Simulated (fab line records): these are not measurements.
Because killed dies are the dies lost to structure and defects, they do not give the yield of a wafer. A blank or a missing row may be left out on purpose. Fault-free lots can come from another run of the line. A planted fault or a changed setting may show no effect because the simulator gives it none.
One fault through the eyes of 3 desks | flow n5 finfet | what lay behind the numbers comes last; until then each desk has only its own

== THE DEFECT DESK ==
What the inspections along the route counted, lot by lot: means of the sampled wafers that have a number. Marked OUT: a lot whose mean sits more than 4 standard deviations from the usual mean, which makes it out of limits; the brackets give that distance.
Columns: A = raw defect count at N5_SDB_INSPECT_36, usual 37
lot  | first seen here | A
L859 | day 4 02:08     | 31
L860 | day 4 13:53     | 34
L862 | day 4 22:06     | 49
L863 | day 5 05:31     | 19
L864 | day 5 11:25     | 24
L865 | day 5 21:17     | 29
L866 | day 5 22:16     | 28
L867 | day 6 05:31     | 30
L868 | day 6 09:51     | 44
L870 | day 6 20:53     | 33
L871 | day 7 06:30     | 35
L872 | day 7 08:22     | 34
L875 | day 8 07:25     | 32
L876 | day 8 12:04     | 24
Result from this desk: across the 14 lots, nothing is out of limits.

== TOOL OWNER'S DESK, litho track-04 ==
The tool's own readings at N5_HKMG_FIN_PEB_47 (peb time 60 s): means of the sampled wafers that have a number, for each lot that ran on this tool. Marked OUT: a lot whose mean sits more than 4 standard deviations from the usual mean, which makes it out of limits; the brackets give that distance.
Columns: A = chill plate temp C at N5_HKMG_FIN_PEB_47, usual 22.99 C; B = resist line temp C at N5_HKMG_FIN_PEB_47, usual 23.00 C
lot  | first seen here | A     | B
L862 | day 5 00:31     | 22.91 | 23.09
L863 | day 5 07:01     | 23.09 | 22.98
L868 | day 6 11:34     | 23.06 | 22.89
L870 | day 6 22:14     | 23.10 | 23.12
L871 | day 7 08:03     | 23.00 | 22.99
L875 | day 8 08:49     | 22.97 | 22.83
L876 | day 8 13:41     | 23.01 | 23.05
Result from this desk: across the 7 lots, nothing is out of limits.

== METROLOGY DESK ==
Lot by lot, what the gauges showed, no matter which tool ran the lot: averages of those sampled wafers that carry a number. Marked OUT: a lot whose mean sits more than 4 standard deviations from the usual mean, which makes it out of limits; the brackets give that distance.
Columns: A = cd nm at N5_HKMG_FIN_CD_MEAS_49, usual 201.8 nm
lot  | first seen here | A
L859 | day 4 03:46     | 201.9
L860 | day 4 15:51     | 202.3
L862 | day 5 00:34     | 201.9
L863 | day 5 07:04     | 202.1
L864 | day 5 13:20     | 202.2
L865 | day 5 23:04     | 201.7
L866 | day 5 23:48     | 201.9
L867 | day 6 07:16     | 202.1
L868 | day 6 11:38     | 202.5
L870 | day 6 22:18     | 201.5
L871 | day 7 08:07     | 201.2
L872 | day 7 09:56     | 201.1
L875 | day 8 08:53     | 195.0 (-11) OUT
L876 | day 8 13:45     | 194.9 (-11) OUT
Finding of this desk: L875, L876 out of limits; the first was L875 at day 8 08:53, on cd nm at N5_HKMG_FIN_CD_MEAS_49. L859, L860, L862, L863, L864, L865, L866, L867, L868, L870, L871, L872 stayed within limits.

== TAKEN TOGETHER ==
Metrology desk: alarm possible at day 8 08:53 on L875, L876.
No out-of-limits result turned up at the defect desk.
Nothing out of limits was seen by the tool owner's desk.
The defect desk has L875, L876 on record, within its limits.
On record at the tool owner's desk: L875, L876, within its limits.
On litho track-04, each named lot ran N5_HKMG_FIN_PEB_47.

== WHAT WAS PUT IN BY THE SIMULATOR ==
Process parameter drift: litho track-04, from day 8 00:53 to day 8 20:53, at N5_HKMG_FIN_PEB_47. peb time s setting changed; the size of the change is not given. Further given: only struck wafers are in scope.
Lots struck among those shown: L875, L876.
Time in hours between the start of the fault and the first out-of-limits reading at each desk: metrology desk, 8.
